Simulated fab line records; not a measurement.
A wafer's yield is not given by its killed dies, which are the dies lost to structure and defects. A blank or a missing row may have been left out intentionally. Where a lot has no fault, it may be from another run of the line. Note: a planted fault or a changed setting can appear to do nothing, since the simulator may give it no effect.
Matching of chambers :: flow nandHarc :: 4 sister chambers for NHARC_P_GATE_DESCUM_48 on rieDiel-05
The step chemistry O2, time 3 s. 4 wafers are shown with their chamber, then 10 later ones without.

## WAFERS, EACH WITH ITS CHAMBER
wafer: L085.3
chamber: 1
drypumpMotorCurrentA (A): 5.9

wafer: L089.3
chamber: 3
drypumpMotorCurrentA (A): 5.0

wafer: L092.1
chamber: 2
drypumpMotorCurrentA (A): 6.0

wafer: L092.3
chamber: 0
drypumpMotorCurrentA (A): 5.5

## WAFERS WHOSE CHAMBER IS MISSING
wafer: L092.6
drypumpMotorCurrentA (A): 5.1

wafer: L093.3
drypumpMotorCurrentA (A): 6.0

wafer: L093.5
drypumpMotorCurrentA (A): 5.1

wafer: L093.6
drypumpMotorCurrentA (A): 5.5

wafer: L094.4
drypumpMotorCurrentA (A): 5.4

wafer: L094.5
drypumpMotorCurrentA (A): 5.9

wafer: L094.6
drypumpMotorCurrentA (A): 5.4

wafer: L097.2
drypumpMotorCurrentA (A): 5.9

wafer: L097.3
drypumpMotorCurrentA (A): 6.0

wafer: L097.5
drypumpMotorCurrentA (A): 5.0

## WHICH CHAMBER EACH ONE RAN IN
wafer: L092.6
from the rows above: 3
in truth: 3

wafer: L093.3
from the rows above: can't be placed: 2 or 1
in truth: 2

wafer: L093.5
from the rows above: 3
in truth: 3

wafer: L093.6
from the rows above: 0
in truth: 0

wafer: L094.4
from the rows above: 0
in truth: 0

wafer: L094.5
from the rows above: can't be placed: 1 or 2
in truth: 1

wafer: L094.6
from the rows above: 0
in truth: 0

wafer: L097.2
from the rows above: can't be placed: 1 or 2
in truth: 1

wafer: L097.3
from the rows above: can't be placed: 2 or 1
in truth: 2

wafer: L097.5
from the rows above: 3
in truth: 3
6 of 10 placed correctly. Can't be placed from these rows: 4 (the true chamber is among the candidates in 4). Wrongly placed: 0.
How it was worked out, from the rows above alone: a wafer's distance from a chamber is the root of the sum, over the readings, of the square of ((its reading less the chamber's mean) divided by the reading's scatter). The wafer belongs to the nearest chamber; if the next one is less than 2 further off, it can't be placed. For every chamber, the mean is computed from those of its wafers that are shown. The scatter (one wafer shown for each chamber): square how far every hidden wafer sits from the nearest shown wafer, average those squares and take the square root.
